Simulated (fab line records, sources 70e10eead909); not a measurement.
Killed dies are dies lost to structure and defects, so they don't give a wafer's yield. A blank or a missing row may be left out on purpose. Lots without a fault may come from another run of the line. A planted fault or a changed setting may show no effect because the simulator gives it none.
A struck lot beside a sound one | flow nand_harc | 35 steps out of a route of 1159
Sound: wafers L594.3, L594.5, L594.6. Struck: wafers L596.2, L596.4, L596.5. The cause comes at the end.
At each step with rows: each side's tool, then ch and its chambers, then its first start. Under that, the readings that differ: sound wafers | struck wafers | difference of the means | sigmas: that difference in standard deviations of wafers without a fault.
alike: readings whose means differ by less than 2 such deviations, and words and numbers that are the same on both sides. not compared: withheld readings, readings that some wafer has no value for, bounds like >300 that may hide the same value, and numbers for which the record gives no deviation and whose values overlap.
The two part at a step that has a row with sigmas, a row that says differs or no value, or rows on one side only. Numbers that don't overlap but have no deviation are shown without sigmas and don't part them. A reading that every wafer of one side lacks parts them only if that side has two wafers or more.

first, 2 steps without rows for these wafers: NHARC_A_SLIT_PRECLEAN_19 (cleans in SC1); NHARC_A_SLIT_SRD_20.
NHARC_A_SLIT_CD_MEAS_21:
  sound on cd_sem-02, day 16 22:40; struck on cd_sem-02, day 18 03:32
  alike: cd_nm
then, 3 steps without rows for these wafers: NHARC_A_SIN_REMOVE_WET_00 (chemistry H3PO4, time 15300 s); NHARC_A_SIN_REMOVE_PRECLEAN_01 (cleans in SC1); NHARC_A_SIN_REMOVE_SRD_02.
NHARC_A_SIN_REMOVE_INSPECT_04:
  sound on defect_inspect-02, day 17 06:25; struck on defect_inspect-02, day 18 11:02
  alike: raw_defect_count
then, 1 step without rows for these wafers: NHARC_A_WL_FILL_ALD_00 (deposits Al2O3, target thk 3 nm, pulse time 3 s, ald cycles 30).
NHARC_A_WL_FILL_RTA_01: time 5 s.
  sound on rtp_anneal-01 ch 0, day 17 06:49; struck on rtp_anneal-02 ch 0, day 18 13:13
  reading             | sound                | struck               | difference | sigmas
  lamp_power_pct (%)  | 28 28 28             | 35 35 35             | +7         | +2
  lamp_zone_1_pct (%) | 28 28 28             | 35 35 35             | +7         | +2
  lamp_zone_2_pct (%) | 28 28 28             | 35 35 35             | +7         | +2
  wafer_temp_C_max    | 1002.2 1002.3 1003.8 | 1007.6 1007.7 1009.7 | +5.6       | +2
then, 1 step without rows for these wafers: NHARC_A_WL_FILL_ALD_02 (deposits TiN, target thk 2 nm, pulse time 3 s, ald cycles 100).
NHARC_A_WL_FILL_CVD_03: deposits W, target thk 40 nm, time 3302 s.
  sound on cvd_w-01 ch 0,1, day 18 01:41; struck on cvd_w-02 ch 0,1, day 18 14:53
  alike: chamber_pressure_Torr, heater_power_w, throttle_valve_pct
NHARC_A_WL_FILL_ETCHBACK_04: etches the open film in NF3, target depth 60 nm, time 120 s.
  sound on rie_metal-03 ch 0,1, day 18 04:07; struck on rie_metal-02 ch 0,1, day 18 17:47
  alike: drypump_motor_current_A, oes_product_au
  not compared: rf_hours_counter_h
then, 6 steps without rows for these wafers: NHARC_A_WL_FILL_ETCHBACK_05 (etches the open film in Cl2/BCl3, target depth 22 nm, time 60 s); NHARC_A_WL_FILL_STRIP_27 (strips in N2/H2, time 20 s); NHARC_A_WL_FILL_STRIP_28 (strips in post etch residue remover, time 1200 s); NHARC_A_WL_FILL_PRECLEAN_06 (cleans in DIW, time 300 s); NHARC_A_WL_FILL_SRD_07; NHARC_A_WL_FILL_ANNEAL_08 (time 1800 s).
NHARC_A_WL_FILL_ALD_10: deposits SiO2, target thk 50 nm, pulse time 10 s, ald cycles 500.
  sound on ald_hk-01 ch 2,3, day 18 09:50; struck on ald_hk-01 ch 0,1, day 18 23:38
  alike: heater_power_w, precursor_pulse_height_rel
then, 1 step without rows for these wafers: NHARC_A_WL_FILL_ETCHBACK_16 (etches the open film in C4F8/O2/Ar, target depth 88 nm, time 17.6 s).
NHARC_A_WL_FILL_STRIP_29: strips in O2, time 20 s.
  sound on rie_diel-03 ch 0,1, day 18 14:35; struck on rie_diel-03 ch 1,3, day 19 04:23
  reading      | sound          | struck         | difference | sigmas
  rf_vpp_V (V) | 56.8 55.7 58.7 | 59.3 59.8 58.4 | +2.1       | +2
  alike: drypump_motor_current_A, o2_flow_sccm, oes_product_au, showerhead_plenum_p_Torr, throttle_valve_pct
  not compared: rf_hours_counter_h
then, 4 steps without rows for these wafers: NHARC_A_WL_FILL_ETCHBACK_17 (etches the open film in Cl2/BCl3, target depth 4 nm, time 26.7 s); NHARC_A_WL_FILL_PRECLEAN_18 (cleans in dHF, time 30 s); NHARC_A_WL_FILL_SRD_21; NHARC_A_WL_FILL_CVD_23 (deposits poly-Si, target thk 40 nm, time 800 s).
NHARC_A_WL_FILL_ETCHBACK_26: etches the open film in HBr, target depth 52 nm, time 13.3 s.
  sound on rie_si-04 ch 0,1,3, day 18 19:56; struck on rie_si-04 ch 0,2,3, day 19 09:28
  alike: drypump_motor_current_A, oes_product_au, rf_fwd_power_W, throttle_valve_pct
  not compared: rf_hours_counter_h
then, 8 steps without rows for these wafers: NHARC_A_WL_FILL_PRECLEAN_30 (cleans in dHF, time 10 s); NHARC_A_WL_FILL_SRD_14; NHARC_A_WL_FILL_ALD_19 (deposits TiN, target thk 2 nm, pulse time 3 s, ald cycles 100); NHARC_A_WL_FILL_CVD_20 (deposits W, target thk 75 nm, time 5064 s); NHARC_A_WL_FILL_CMP_12 (polishes, t overpolish 30 s, target thk 75 nm); NHARC_A_WL_FILL_SRD_31; NHARC_A_CONTACT_DEP_24 (deposits SiO2, target thk 500 nm); NHARC_A_CONTACT_DEP_28 (deposits aC, target thk 3600 nm).
-- the record jumps here: 5 days lie between the struck wafers' starts before and after (it left off in module A_CONTACT and takes up again in module END, whose first step shown is number 1159 of the route) --
NHARC_END_SORT_01:
  the record has rows for the struck wafers here (prober-02 ch 0, day 24 04:01) and none for the sound ones

WHERE THEY PART
First at NHARC_A_WL_FILL_RTA_01; last, within this record, at NHARC_END_SORT_01.

WHY: what the simulator had put in
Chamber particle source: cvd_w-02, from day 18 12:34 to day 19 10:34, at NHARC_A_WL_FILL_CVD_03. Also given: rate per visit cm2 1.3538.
